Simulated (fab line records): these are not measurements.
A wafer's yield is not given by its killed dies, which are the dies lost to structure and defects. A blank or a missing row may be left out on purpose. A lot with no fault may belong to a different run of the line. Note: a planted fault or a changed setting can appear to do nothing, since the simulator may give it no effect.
fab line records	flow nand-harc
record: lots: 14	wafers: 42	last-day: 33
route steps=1302 shown P_CONTACT@235 P_M0@261
lots with no fault: from the same line, run without faults
start-h: the number of hours between the record's first day and the start of the first shown wafer of the lot	wait-h: hours from the lot's prior step to this one	" unchanged from the row above	L1.1+2: a single row standing in for several wafers	- no value, or no start was given	* or withheld: withheld	< > ~ a bound
route shown NAME@n: a module of which the file shows steps, and the number in the route of the first	usual: mean/standard deviation of fault-free wafers	same: alike in all rows	chamber/n: place in a boat	sites: each site's reading	_std_site: how widely they spread, as a standard deviation	_edge_site: mean of outer sites minus mean of inner sites	radius-mm: how far each site lies from the wafer's centre	mask NAME#n: copy n	behind: tool/chamber where the wafer was last shaped	hold: why the lot went on hold/how many hours it stayed there/how the hold came to an end	device: which transistor (n, p or np) failed to switch	end of line: the tests these same wafers got at the end of their route	step lacking rows: just its recipe	killed: not the wafer's yield, but the dies lost to structure and defects at the first sort	map: the dies of a wafer, with x for killed, . for not killed, _ for no die there
set.NAME: setting as actually run; set.NAME@STEP: the setting as run at that earlier step	model.NAME: the simulator's own value behind a step, which no gauge read
steps of the route over a sample of lots; a table a step, a row a wafer
services: a tool's chamber out of use, with start hour (start-h, from the record's first day; less than 0 if before it), hours out, and reason
== steps ==
step: NHARC_P_CONTACT_DESCUM_17
recipe: time-s: 3	o2-flow-sccm: 200	ar-flow-sccm: 0	bias-power-w: 0	chemistry: O2
usual: drypump-motor-current-A: 5.8/0.46	mfc-ar-sccm: 0.012/0.0082	oes-product-au: 1.002/0.0077	rf-vpp-V: 57.7/0.92	showerhead-plenum-p-Torr: 1.90/0.11	throttle-valve-pct: 11.312/0.0088
lot.wafer	tool	chamber	start-h	wait-h	drypump-motor-current-A	mfc-ar-sccm	oes-product-au	rf-hours-counter-h	rf-vpp-V	showerhead-plenum-p-Torr	throttle-valve-pct
L250.4	rie-diel-11	1	123.64	0.1	5.4	0.019	0.989	0.9	57.8	2.03	11.317
L250.3	"	2	"	"	5.6	0.018	1.004	0.9	54.9	1.81	11.313
L250.6	"	2	"	"	5.7	0.018	1.009	-	57.1	1.82	11.309
L251.3	rie-diel-01	2	126.41	0.1	6.1	0	0.998	2.6	57.9	2.07	11.324
L251.4	"	3	"	"	4.7	0.005	0.993	2.6	59.1	1.98	11.311
L251.5	"	3	"	"	4.7	0.005	0.996	-	56.7	1.98	11.305
L252.1	rie-diel-11	2	137.90	0.1	5.7	0.018	0.999	1.8	58.0	1.82	11.310
L252.4	"	3	"	"	5.2	0.020	0.995	1.7	57.3	2.05	11.314
L252.2	"	1	"	"	5.5	0.019	0.999	1.8	58.4	2.03	11.310
L255.1	rie-diel-08	3	170.39	0.1	6.7	0.008	1.010	8.9	57.0	1.79	11.304
L255.2	"	0	"	"	5.6	0	0.997	8.3	57.5	1.98	11.295
L255.6	"	2	"	"	5.9	0.014	0.997	-	57.4	1.78	11.301
L260.4	rie-diel-08	0	224.46	0.1	5.6	0	1.007	1.8	58.1	1.98	11.309
L260.6	"	3	"	"	6.7	0.008	1.001	-	57.1	1.79	11.317
L260.5	"	0	"	"	5.7	0	1.006	-	57.3	1.98	11.305
L261.1	rie-diel-08	1	232.78	0.1	5.8	0.019	1.006	1.9	57.4	1.78	11.320
L261.3	"	2	"	"	6.0	0.014	0.989	2.3	57.7	1.78	11.309
L261.5	"	1	"	"	5.8	0.019	1.010	-	56.5	1.78	11.311
L265.3	rie-diel-08	2	266.92	0.1	6.0	0.014	0.988	3.9	59.2	1.78	11.317
L265.1	"	3	"	"	6.7	0.008	1.012	4.2	56.5	1.79	11.321
L265.6	"	3	"	"	6.7	0.008	1.006	-	59.6	1.79	11.303
L266.4	rie-diel-11	2	284.22	0.1	5.7	0.018	0.997	0.4	57.6	1.81	11.313
L266.3	"	0	"	"	5.9	0	1.008	0.4	58.1	1.82	11.308
L266.5	"	2	"	"	5.7	0.018	1.004	-	57.6	1.81	11.306
L268.3	rie-diel-01	3	298.08	0.1	4.7	0.005	1.003	1.5	56.3	1.98	11.316
L268.1	"	0	"	"	5.8	0.020	0.996	1.5	59.5	1.88	11.324
L268.6	"	1	"	"	6.7	0.017	1.000	-	57.8	1.99	11.314
L269.2	rie-diel-08	1	309.75	0.1	5.8	0.019	1.004	5.9	56.8	1.78	11.325
L269.1	"	2	"	"	6.0	0.014	0.997	5.6	57.7	1.78	11.313
L269.6	"	1	"	"	5.8	0.019	1.004	-	57.0	1.78	11.307
L270.3	rie-diel-08	0	323.35	0.1	5.6	0	1.011	8.0	56.7	1.98	11.305
L270.2	"	1	"	"	5.8	0.019	1.002	7.3	55.8	1.78	11.304
L270.6	"	0	"	"	5.6	0	1.006	-	56.9	1.98	11.303
L271.3	rie-diel-11	3	330.17	0.1	5.2	0.020	1.004	2.4	57.6	2.05	11.324
L271.2	"	0	"	"	5.9	0	1.013	2.4	56.6	1.82	11.311
L271.4	"	2	"	"	5.7	0.018	1.008	-	59.1	1.81	11.320
L272.1	rie-diel-11	0	335.30	0.1	6.0	0	1.002	2.8	58.7	1.82	11.312
L272.2	"	1	"	"	5.4	0.019	0.997	2.2	58.3	2.03	11.320
L272.3	"	3	"	"	5.2	0.020	0.981	2.8	58.6	2.05	11.309
L273.1	rie-diel-11	0	348.91	0.1	6.0	0	1.009	3.3	56.2	1.81	11.310
L273.5	"	2	"	"	5.6	0.018	1.010	-	58.5	1.81	11.307
L273.6	"	3	"	"	5.2	0.020	0.995	-	57.7	2.05	11.305
step: NHARC_P_CONTACT_DEGAS_38
recipe: temp-c: 300	time-s: 60
usual: heater-power-w: 495/46
lot.wafer	tool	chamber	start-h	wait-h	heater-power-w
L250.3	pvd-sputter-01	-	125.22	-	537
L250.4	"	-	"	"	554
L250.6	"	-	"	"	546
L251.3	pvd-sputter-03	-	128.04	-	476
L251.4	"	-	"	"	482
L251.5	"	-	"	"	447
L252.2	pvd-sputter-03	-	139.50	-	497
L252.4	"	-	"	"	473
L252.1	"	-	"	"	485
L255.1	pvd-sputter-01	-	171.98	-	542
L255.2	"	-	"	"	466
L255.6	"	-	"	"	564
L260.4	pvd-sputter-02	-	226.10	-	539
L260.6	"	-	"	"	426
L260.5	"	-	"	"	494
L261.1	pvd-sputter-03	-	234.39	-	456
L261.3	"	-	"	"	445
L261.5	"	-	"	"	501
L265.3	pvd-sputter-03	-	268.51	-	465
L265.1	"	-	"	"	465
L265.6	"	-	"	"	465
L266.4	pvd-sputter-01	-	285.86	-	446
L266.3	"	-	"	"	509
L266.5	"	-	"	"	465
L268.1	pvd-sputter-02	-	299.72	-	415
L268.3	"	-	"	"	572
L268.6	"	-	"	"	413
L269.2	pvd-sputter-02	-	311.33	-	403
L269.1	"	-	"	"	552
L269.6	"	-	"	"	476
L270.3	pvd-sputter-03	-	324.95	-	514
L270.2	"	-	"	"	450
L270.6	"	-	"	"	472
L271.4	pvd-sputter-02	-	331.90	-	488
L271.3	"	-	"	"	569
L271.2	"	-	"	"	512
L272.3	pvd-sputter-03	-	336.89	-	455
L272.2	"	-	"	"	453
L272.1	"	-	"	"	513
L273.1	pvd-sputter-02	-	350.64	-	485
L273.6	"	-	"	"	406
L273.5	"	-	"	"	490
step: NHARC_P_M0_PEB_07
recipe: peb-temp-c: 100	peb-time-s: 65
usual: heater-power-total-W: 156.6/0.44	plate-temp-C: 100.00/0.13	resist-line-temp-C: 23.00/0.11
lot.wafer	tool	chamber	start-h	wait-h	heater-power-total-W	plate-temp-C	resist-line-temp-C
L250.3	litho-track-01	0	127.40	0.0	156.9	100.08	22.86
L250.4	"	0	"	"	157.2	100.11	22.93
L250.6	"	0	"	"	157.1	100.20	22.84
L251.3	litho-track-04	0	130.36	0.0	157.1	99.82	22.96
L251.4	"	0	"	"	156.2	99.86	22.84
L251.5	"	0	"	"	156.9	100.01	22.90
L252.1	litho-track-04	0	141.83	0.1	157.2	99.91	22.75
L252.2	"	0	"	"	156.9	99.80	22.93
L252.4	"	0	"	"	156.5	99.77	22.93
L255.1	litho-track-01	0	174.14	0.1	156.3	99.88	23.11
L255.2	"	0	"	"	156.8	99.95	22.98
L255.6	"	0	"	"	156.2	100.01	23.06
L260.4	litho-track-06	0	228.38	0.0	168.8	105.68	22.97
L260.5	"	0	"	"	168.7	105.78	22.86
L260.6	"	0	"	"	168.2	105.73	23.01
L261.1	litho-track-06	0	236.69	0.1	168.4	105.76	22.99
L261.3	"	0	"	"	169.2	105.82	22.96
L261.5	"	0	"	"	169.2	105.79	22.92
L265.1	litho-track-04	0	270.83	0.1	157.2	100.05	23.09
L265.3	"	0	"	"	157.1	100.03	23.07
L265.6	"	0	"	"	156.0	100.09	23.03
L266.3	litho-track-01	0	288.26	0.1	156.0	99.84	23.16
L266.4	"	0	"	"	157.2	99.79	22.97
L266.5	"	0	"	"	157.1	99.91	23.05
L268.1	litho-track-01	0	302.02	0.1	156.2	100.08	22.82
L268.3	"	0	"	"	156.0	100.03	22.94
L268.6	"	0	"	"	156.4	100.14	23.06
L269.1	litho-track-06	0	313.53	0.1	156.1	99.86	23.10
L269.2	"	0	"	"	156.4	100.06	22.99
L269.6	"	0	"	"	156.8	99.81	22.97
L270.2	litho-track-06	0	327.48	0.1	157.1	100.10	23.00
L270.3	"	0	"	"	157.2	100.10	23.04
L270.6	"	0	"	"	156.0	100.01	23.19
L271.2	litho-track-06	0	334.21	0.1	157.1	99.88	23.05
L271.3	"	0	"	"	157.0	99.96	22.78
L271.4	"	0	"	"	156.9	99.81	22.88
L272.1	litho-track-04	0	339.20	0.1	157.1	99.87	22.92
L272.2	"	0	"	"	157.1	99.93	22.93
L272.3	"	0	"	"	155.9	99.80	23.01
L273.1	litho-track-04	0	352.96	0.1	156.8	100.23	22.89
L273.5	"	0	"	"	156.4	100.22	22.98
L273.6	"	0	"	"	155.9	100.15	22.84
step: NHARC_P_M0_CD_MEAS_09
recipe: target-cd-nm: 90	landing-energy-ev: 500
usual: cd-nm: 89.9/0.57
lot.wafer	tool	chamber	start-h	wait-h	cd-nm
L250.3	cd-sem-01	0	127.49	-	90.4
L250.4	"	0	"	"	90.1
L250.6	"	0	"	"	90.2
L251.3	cd-sem-01	0	130.44	-	90.0
L251.4	"	0	"	"	89.7
L251.5	"	0	"	"	90.4
L252.1	cd-sem-03	0	141.91	-	90.1
L252.2	"	0	"	"	90.1
L252.4	"	0	"	"	89.8
L255.1	cd-sem-03	0	174.22	-	91.2
L255.2	"	0	"	"	90.6
L255.6	"	0	"	"	90.5
L260.4	cd-sem-02	0	228.47	-	108.4
L260.5	"	0	"	"	108.0
L260.6	"	0	"	"	108.0
L261.1	cd-sem-03	0	236.76	-	108.0
L261.3	"	0	"	"	108.2
L261.5	"	0	"	"	108.0
L265.1	cd-sem-03	0	270.91	-	89.4
L265.3	"	0	"	"	89.3
L265.6	"	0	"	"	90.1
L266.3	cd-sem-01	0	288.34	-	89.7
L266.4	"	0	"	"	89.6
L266.5	"	0	"	"	89.1
L268.1	cd-sem-03	0	302.10	-	90.1
L268.3	"	0	"	"	90.8
L268.6	"	0	"	"	90.8
L269.1	cd-sem-03	0	313.61	-	90.1
L269.2	"	0	"	"	89.8
L269.6	"	0	"	"	90.0
L270.2	cd-sem-01	0	327.57	-	90.9
L270.3	"	0	"	"	90.6
L270.6	"	0	"	"	90.8
L271.2	cd-sem-02	0	334.29	-	89.5
L271.3	"	0	"	"	90.0
L271.4	"	0	"	"	90.1
L272.1	cd-sem-01	0	339.28	-	89.8
L272.2	"	0	"	"	89.5
L272.3	"	0	"	"	88.8
L273.1	cd-sem-02	0	353.04	-	89.9
L273.5	"	0	"	"	89.4
L273.6	"	0	"	"	90.2
step: NHARC_P_M0_ETCH_34
recipe: target-depth-a: 400	overetch-a: 120	time-s: 43.94	ion-energy-ev: 200	n2-flow-sccm: 150	h2-flow-sccm: 150	ar-flow-sccm: 0	rf-w: 400	bias-w: 150	chemistry: N2/H2
usual: drypump-motor-current-A: 5.8/0.48	mfc-ar-sccm: 0.007/0.0087	oes-product-au: 1.000/0.0066	rf-vpp-V: 430.3/2.2	showerhead-plenum-p-Torr: 2.03/0.081	throttle-valve-pct: 14.172/0.0096
lot.wafer	tool	chamber	start-h	wait-h	drypump-motor-current-A	mfc-ar-sccm	oes-product-au	rf-hours-counter-h	rf-vpp-V	showerhead-plenum-p-Torr	throttle-valve-pct
L250.4	rie-diel-04	0	127.75	0.1	5.6	0	1.007	42	429.3	1.99	14.162
L250.3	"	1	"	"	5.8	0	1.012	44	431.9	2.03	14.174
L250.6	"	0	"	"	5.6	0	1.005	-	428.6	1.99	14.160
L251.4	rie-diel-10	0	130.70	0.1	5.7	0.012	0.998	11	433.9	2.17	14.178
L251.3	"	2	"	"	5.8	0	1.005	3	431.3	2.09	14.161
L251.5	"	0	"	"	5.7	0.012	1.007	-	434.1	2.17	14.180
L252.2	rie-diel-10	1	142.18	0.1	6.2	0.023	0.998	13	425.3	1.90	14.173
L252.4	"	3	"	"	6.4	0	0.994	13	432.0	2.07	14.170
L252.1	"	0	"	"	5.7	0.012	0.988	13	433.4	2.17	14.180
L255.1	rie-diel-04	1	174.49	0.1	5.8	0	1.006	59	428.5	2.02	14.163
L255.2	"	0	"	"	5.6	0	1.007	56	429.6	1.98	14.172
L255.6	"	2	"	"	5.1	0.018	0.991	-	428.9	1.95	14.189
L260.4	rie-diel-10	3	228.74	0.1	6.4	0	1.007	23	430.7	2.06	14.162
L260.5	"	1	"	"	6.2	0.023	0.993	-	427.9	1.90	14.164
L260.6	"	2	"	"	5.8	0	0.997	-	431.1	2.09	14.170
L261.3	rie-diel-04	1	237.13	0.1	5.8	0	1.006	14	430.2	2.02	14.172
L261.1	"	0	"	"	5.6	0	0.993	14	428.6	1.98	14.163
L261.5	"	1	"	"	5.8	0	0.999	-	428.8	2.02	14.170
L265.3	rie-diel-04	1	271.19	0.1	5.8	0	1.004	26	430.5	2.01	14.189
L265.1	"	2	"	"	5.1	0.018	0.992	25	429.1	1.94	14.149
L265.6	"	2	"	"	5.1	0.018	1.000	-	429.1	1.94	14.160
L266.3	rie-diel-04	3	288.61	0.1	6.1	0	0.996	29	432.1	2.08	14.186
L266.4	"	0	"	"	5.6	0	0.985	31	428.0	1.97	14.181
L266.5	"	2	"	"	5.1	0.018	0.999	-	428.2	1.94	14.173
L268.1	rie-diel-05	1	302.37	0.1	4.8	0	1.006	20	432.0	2.11	14.176
L268.3	"	0	"	"	6.1	0	1.003	20	431.1	2.05	14.193
L268.6	"	1	"	"	4.8	0	1.001	-	431.8	2.11	14.176
L269.1	rie-diel-05	2	313.94	0.1	6.3	0.010	0.994	24	429.3	2.01	14.177
L269.2	"	3	"	"	4.9	0.017	0.983	24	428.5	1.96	14.161
L269.6	"	2	"	"	6.2	0.010	0.999	-	429.7	2.01	14.164
L270.2	rie-diel-04	0	327.84	0.1	5.6	0	0.997	42	428.5	1.97	14.158
L270.3	"	2	"	"	5.1	0.018	0.996	41	428.5	1.93	14.178
L270.6	"	0	"	"	5.6	0	1.008	-	426.9	1.97	14.187
L271.3	rie-diel-10	2	334.60	0.1	5.8	0	1.000	16	432.3	2.08	14.169
L271.4	"	3	"	"	6.4	0	1.005	18	432.4	2.06	14.172
L271.2	"	0	"	"	5.7	0.012	0.994	19	431.8	2.16	14.174
L272.2	rie-diel-10	1	339.55	0.1	6.2	0.023	0.994	17	425.8	1.89	14.181
L272.1	"	2	"	"	5.8	0	1.015	17	432.2	2.08	14.188
L272.3	"	3	"	"	6.4	0	1.000	18	430.2	2.06	14.179
L273.1	rie-diel-10	1	353.32	0.1	6.2	0.023	1.000	19	427.0	1.89	14.173
L273.5	"	2	"	"	5.8	0	0.994	-	431.8	2.08	14.169
L273.6	"	3	"	"	6.4	0	0.996	-	431.3	2.06	14.155
== services ==
tool	chamber	start-h	hours	kind
pvd-sputter-02	-	104.00	10.0	pm
rie-diel-08	0	125.36	3.0	repair
rie-diel-10	1	132.59	3.7	repair
rie-diel-10	3	158.15	16.1	repair
pvd-sputter-03	-	170.05	10.0	pm
rie-diel-10	0	171.06	4.9	repair
rie-diel-04	-	178.73	9.0	pm
litho-track-06	-	179.00	7.0	pm
rie-diel-08	-	190.80	9.0	pm
litho-track-04	-	203.00	7.0	pm
rie-diel-08	-	206.47	0.2	repair
rie-diel-11	3	211.09	7.6	repair
rie-diel-04	1	228.76	3.0	repair
rie-diel-11	3	229.76	16.8	repair
rie-diel-10	0	233.52	8.6	repair
rie-diel-10	-	242.50	9.0	pm
rie-diel-11	-	255.50	9.0	pm
rie-diel-10	3	290.69	6.7	repair
rie-diel-08	2	290.72	15.0	repair
rie-diel-11	0	321.25	2.1	repair
rie-diel-10	2	322.05	2.7	repair
rie-diel-11	1	328.37	3.0	repair
rie-diel-11	1	345.06	5.2	repair
pvd-sputter-03	-	348.05	10.0	pm
== key ==
first-sign: step: NHARC_P_M0_PEB_07	reading: plate-temp-C	direction: up	sigmas: 43	usual: *	struck: *
effect: step: NHARC_P_M0_PEB_07	reading: heater-power-total-W	direction: up	sigmas: 28	usual: *	struck: *
effect: step: NHARC_P_M0_CD_MEAS_09	reading: cd-nm	direction: up	sigmas: 32	usual: 89.9	struck: 108.1
met-at NHARC_P_M0_PEB_07
struck-lots L260,L261
later-rows-left-out L260.4,L260.5,L260.6,L261.1,L261.3,L261.5
sort-left-out L260.4,L260.5,L260.6,L261.1,L261.3,L261.5
not-acting-at NHARC_P_CONTACT_DESCUM_17,NHARC_P_CONTACT_DEGAS_38,NHARC_P_M0_ETCH_34
fault: kind: process-parameter-drift	tool: litho-track-06	chamber: -	onset-h: 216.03	steps: NHARC_P_M0_PEB_07	channel: peb-temp-c	offset: *	shape: step	end-h: 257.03	acts-in: *	stated: *
sort-left-out: the simulated sort isn't trusted on such a fault, so these wafers' sort isn't shown, and their yield isn't known
later-rows-left-out: the simulator's readings of these wafers behind a module that went badly wrong aren't trusted and aren't shown, but for the sort
